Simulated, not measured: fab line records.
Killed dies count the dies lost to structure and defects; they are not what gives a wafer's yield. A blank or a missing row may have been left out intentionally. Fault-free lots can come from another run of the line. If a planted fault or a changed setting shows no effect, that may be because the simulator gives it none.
Chamber matching :: flow nand_harc :: rie_diel-11 running NHARC_A_STAIRCASE_TRIM_229: 4 sister chambers
The step chemistry O2, time 211.2 s. 8 wafers are shown with their chamber, then 12 later ones without.

WAFERS, EACH WITH ITS CHAMBER
wafer: L080.4
chamber: 2
showerhead_plenum_p_Torr (Torr): 3.39
drypump_motor_current_A (A): 5.3

wafer: L083.2
chamber: 2
showerhead_plenum_p_Torr (Torr): 3.39
drypump_motor_current_A (A): 5.3

wafer: L083.3
chamber: 0
showerhead_plenum_p_Torr (Torr): 3.44
drypump_motor_current_A (A): 6.2

wafer: L087.1
chamber: 3
showerhead_plenum_p_Torr (Torr): 3.36
drypump_motor_current_A (A): 5.9

wafer: L087.6
chamber: 0
showerhead_plenum_p_Torr (Torr): 3.44
drypump_motor_current_A (A): 6.4

wafer: L089.3
chamber: 1
showerhead_plenum_p_Torr (Torr): 3.28
drypump_motor_current_A (A): 5.6

wafer: L089.4
chamber: 1
showerhead_plenum_p_Torr (Torr): 3.28
drypump_motor_current_A (A): 5.6

wafer: L089.6
chamber: 3
showerhead_plenum_p_Torr (Torr): 3.35
drypump_motor_current_A (A): 5.9

WAFERS WHOSE CHAMBER IS MISSING
wafer: L091.1
showerhead_plenum_p_Torr (Torr): 3.28
drypump_motor_current_A (A): 5.6

wafer: L091.2
showerhead_plenum_p_Torr (Torr): 3.35
drypump_motor_current_A (A): 5.9

wafer: L091.3
showerhead_plenum_p_Torr (Torr): 3.38
drypump_motor_current_A (A): 5.3

wafer: L096.2
showerhead_plenum_p_Torr (Torr): 3.26
drypump_motor_current_A (A): 5.6

wafer: L096.4
showerhead_plenum_p_Torr (Torr): 3.34
drypump_motor_current_A (A): 5.9

wafer: L096.5
showerhead_plenum_p_Torr (Torr): 3.43
drypump_motor_current_A (A): 6.4

wafer: L095.1
showerhead_plenum_p_Torr (Torr): 3.43
drypump_motor_current_A (A): 6.3

wafer: L095.3
showerhead_plenum_p_Torr (Torr): 3.37
drypump_motor_current_A (A): 5.3

wafer: L095.6
showerhead_plenum_p_Torr (Torr): 3.43
drypump_motor_current_A (A): 6.3

wafer: L097.1
showerhead_plenum_p_Torr (Torr): 3.43
drypump_motor_current_A (A): 6.4

wafer: L097.3
showerhead_plenum_p_Torr (Torr): 3.37
drypump_motor_current_A (A): 5.3

wafer: L097.4
showerhead_plenum_p_Torr (Torr): 3.34
drypump_motor_current_A (A): 5.8

WHICH CHAMBER EACH WENT THROUGH
wafer: L091.1
from the rows above: 1
in truth: 1

wafer: L091.2
from the rows above: 3
in truth: 3

wafer: L091.3
from the rows above: 2
in truth: 2

wafer: L096.2
from the rows above: 1
in truth: 1

wafer: L096.4
from the rows above: 3
in truth: 3

wafer: L096.5
from the rows above: 0
in truth: 0

wafer: L095.1
from the rows above: 0
in truth: 0

wafer: L095.3
from the rows above: 2
in truth: 2

wafer: L095.6
from the rows above: 0
in truth: 0

wafer: L097.1
from the rows above: 0
in truth: 0

wafer: L097.3
from the rows above: 2
in truth: 2

wafer: L097.4
from the rows above: 3
in truth: 3
Correctly placed: 12 of 12. Left unplaced by these rows: 0. 0 placed wrongly.
How it was worked out, from the rows above alone: a wafer's distance from a chamber is the root of the sum, over the readings, of the square of ((its reading less the chamber's mean) divided by the reading's scatter). If the next closest chamber is less than 2 further off than the closest, the wafer can't be placed; otherwise it belongs to the closest. A chamber's mean is the mean of its shown wafers. The scatter: the root of (the sum of the squares of (reading less its chamber's mean) over the shown wafers, divided by (wafers less chambers)).
